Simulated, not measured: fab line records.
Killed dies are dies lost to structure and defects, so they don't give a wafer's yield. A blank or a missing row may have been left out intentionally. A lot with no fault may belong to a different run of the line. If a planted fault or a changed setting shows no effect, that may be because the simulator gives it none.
A lot that was struck, set against a sound lot | flow nandHarc | 38 out of 1159 route steps
Sound: these wafers, L666.3, L666.4, L666.5. Struck: wafer L672.4. The cause comes at the end.
At each step with rows: each side's tool, then ch and its chambers, then its first start. Under that, the readings that differ: sound wafers | struck wafers | difference of the means | sigmas: that difference in standard deviations of wafers without a fault.
alike: a reading whose means differ by less than 2 such deviations, as well as words and numbers matching on both sides. not compared: withheld readings; readings where some wafer has no value; bounds like >300 that might hide an equal value; numbers whose values overlap and for which the record gives no deviation.
The two part at a step that has a row with sigmas, a row that says differs or no value, or rows on one side only. Numbers that have no deviation but don't overlap get no sigmas and don't part them. A reading that every wafer of one side lacks parts them only if that side has two wafers or more.

first, 2 steps without rows for these wafers: NHARC_THIN_TSV_ETCH_44 (etches the open film in CF4/O2, target depth 1594.2 nm, time 797.1 s); NHARC_THIN_TSV_ETCH_15 (target depth 3000 nm, bosch target overetch cycles 2, bosch etch step 2.8 s).
NHARC_THIN_TSV_CD_MEAS_16:
  struck on cdSem-02, day 22 05:14; sound on cdSem-01, day 21 11:13
reading   | sound                | struck | difference | sigmas
cdNm (nm) | 1005.1 1000.8 1000.0 | 996.3  | -5.7       | -2
NHARC_THIN_TSV_STRIP_45: strips in O2.
  sound on plasmaAsher-01 ch 0,1, day 21 11:23; struck on plasmaAsher-02 ch 1, day 22 05:26
  alike: drypumpMotorCurrentA, heaterPowerW
  not compared: rfHoursCounterH
then, 1 step without rows for these wafers: NHARC_THIN_TSV_STRIP_46 (strips in post etch residue remover, time 1200 s).
NHARC_THIN_TSV_DEP_47: deposits SiO2, target thk 200 nm.
  sound on pecvd-01 ch 0,1, day 21 12:08; struck on pecvd-04 ch 2, day 22 06:19
  alike: throttleValvePct
NHARC_THIN_TSV_ETCHBACK_48: etches the open film in C4F8/Ar, target depth 1028.5 nm, time 405.17 s.
  sound on rieDiel-03 ch 0,2, day 21 12:31; struck on rieDiel-01 ch 2, day 22 06:34
  alike: biasW, chamberPressureMTorr, oesProductAu, rfVppV
  not compared: rfHoursCounterH
then, 4 steps without rows for these wafers: NHARC_THIN_TSV_STRIP_62 (strips in N2/H2, time 20 s); NHARC_THIN_TSV_DEGAS_49 (time 120 s); NHARC_THIN_TSV_PRE_CLEAN_50 (time 30 s); NHARC_THIN_TSV_PVD_19 (deposits TaN, target thk 20 nm).
NHARC_THIN_TSV_PVD_51: deposits Cu, target thk 100 nm.
  sound on pvdSputter-02, day 21 13:26; struck on pvdSputter-02
  alike: throttleValvePct
NHARC_THIN_TSV_ECD_20: material Cu, target thk 2000 nm.
  sound on ecdCu-01 ch 0,1, day 21 13:47; struck on ecdCu-02 ch 0, day 22 07:47
then, 15 steps without rows for these wafers: NHARC_THIN_TSV_ANNEAL_52 (time 90 s); NHARC_THIN_TSV_CMP_21 (polishes, t overpolish 30 s, target thk 2000 nm); NHARC_THIN_TSV_SRD_23; NHARC_THIN_TSV_DEGAS_53 (time 60 s); NHARC_THIN_TSV_PRE_CLEAN_54 (time 30 s); NHARC_THIN_TSV_PVD_55 (deposits TiN, target thk 50 nm); NHARC_THIN_TSV_PVD_24 (deposits Al, target thk 800 nm); NHARC_THIN_TSV_DEHYDRATE_25 (time 120 s); NHARC_THIN_TSV_HMDS_26 (time 30 s); NHARC_THIN_TSV_COAT_27; NHARC_THIN_TSV_SOFTBAKE_28 (time 95 s); NHARC_THIN_TSV_EBR_29; NHARC_THIN_TSV_EXPOSE_30 (exposes mask PAD); NHARC_THIN_TSV_PEB_31 (peb time 85 s); NHARC_THIN_TSV_DEVELOP_32 (time 70 s).
NHARC_THIN_TSV_CD_MEAS_33: the cd target is 5000 nm.
  sound on cdSem-03 ch 0, day 21 16:10; struck on cdSem-03 ch 0, day 22 10:12
  alike: cdNm
then, 3 steps without rows for these wafers: NHARC_THIN_TSV_HARDBAKE_34 (time 80 s); NHARC_THIN_TSV_DESCUM_35 (chemistry O2, time 3 s); NHARC_THIN_TSV_ETCH_59 (etches the open film in Cl2/BCl3, target depth 880 nm, time 138.1 s).
NHARC_THIN_TSV_ETCH_36: etches the open film in Cl2/BCl3, target depth 65 nm, time 18.571 s.
  sound on rieMetal-02 ch 0,1, day 21 16:43; struck on rieMetal-03 ch 1, day 22 10:45
  alike: chamberPressureMTorr, drypumpMotorCurrentA, oesProductAu
  not compared: rfHoursCounterH
then, 2 steps without rows for these wafers: NHARC_THIN_TSV_STRIP_56 (strips in O2); NHARC_THIN_TSV_STRIP_57 (strips in post etch residue remover, time 1200 s).
NHARC_THIN_TSV_CD_MEAS_37:
  struck on cdSem-03, day 22 11:38; sound on cdSem-01, day 21 17:36
reading   | sound          | struck | difference | sigmas
cdNm (nm) | 5006 5003 4997 | 4993   | -9         | -2
then, 1 step without rows for these wafers: NHARC_THIN_TSV_ANNEAL_58 (time 1800 s).
NHARC_END_SORT_01:
  sound on prober-01 ch 0, day 22 02:55; struck on prober-01 ch 0, day 22 21:36
reading       | sound    | struck | difference | sigmas
killedAtOther | 0 1 0    | 641    | +641       | +99 or more
killedDies    | 37 45 38 | 677    | +637       | +64
  alike: killedAtArray, killedAtPeriphery, killedOpen, killedShort

## WHERE THEY PART
Earliest at NHARC_THIN_TSV_CD_MEAS_16; latest, in this record, at NHARC_END_SORT_01.

WHY: what had been put in by the simulator
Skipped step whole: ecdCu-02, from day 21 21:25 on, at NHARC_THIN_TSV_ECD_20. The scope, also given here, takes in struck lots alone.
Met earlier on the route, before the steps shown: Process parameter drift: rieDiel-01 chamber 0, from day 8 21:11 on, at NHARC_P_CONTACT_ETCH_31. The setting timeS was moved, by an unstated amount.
